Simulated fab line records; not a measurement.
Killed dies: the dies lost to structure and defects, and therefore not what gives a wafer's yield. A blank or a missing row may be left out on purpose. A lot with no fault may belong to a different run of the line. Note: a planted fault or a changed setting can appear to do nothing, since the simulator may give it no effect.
Matching of chambers / flow nandHarc / NHARC_A_CONTACT_CMP_20 on cmp-02 has 4 sister chambers
The step polishes, t overpolish 30 s, target thk 300 nm. 4 wafers are shown with their chamber, then 7 later ones without.

== WAFERS, EACH WITH ITS CHAMBER ==
wafer=L462.4; chamber=1; motorCurrentA (A)=10.1
wafer=L463.4; chamber=3; motorCurrentA (A)=10.4
wafer=L466.1; chamber=2; motorCurrentA (A)=12.8
wafer=L466.3; chamber=0; motorCurrentA (A)=12.2

== WAFERS WITHOUT THEIR CHAMBER ==
wafer=L466.4; motorCurrentA (A)=10.4
wafer=L477.3; motorCurrentA (A)=10.3
wafer=L477.4; motorCurrentA (A)=9.6
wafer=L477.5; motorCurrentA (A)=9.7
wafer=L478.1; motorCurrentA (A)=9.7
wafer=L478.4; motorCurrentA (A)=13.8
wafer=L478.5; motorCurrentA (A)=12.9

== CHAMBER TAKEN BY EACH ==
wafer=L466.4; from the rows above=can't be placed: 3 or 1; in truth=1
wafer=L477.3; from the rows above=can't be placed: 3 or 1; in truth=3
wafer=L477.4; from the rows above=can't be placed: 1 or 3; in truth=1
wafer=L477.5; from the rows above=can't be placed: 1 or 3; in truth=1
wafer=L478.1; from the rows above=can't be placed: 1 or 3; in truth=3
wafer=L478.4; from the rows above=can't be placed: 2 or 0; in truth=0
wafer=L478.5; from the rows above=can't be placed: 2 or 0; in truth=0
0 of 7 placed correctly. Not placeable from these rows: 7 (in 7, the candidates include the true chamber). 0 placed wrongly.
How it was worked out, from the rows above alone: a wafer's distance from a chamber is the root of the sum, over the readings, of the square of ((its reading less the chamber's mean) divided by the reading's scatter). The wafer belongs to the nearest chamber; if the next one is less than 2 further off, it can't be placed. Each chamber's mean is taken over the wafers shown for it. The scatter (one wafer shown for each chamber): square how far every hidden wafer sits from the nearest shown wafer, average those squares and take the square root.
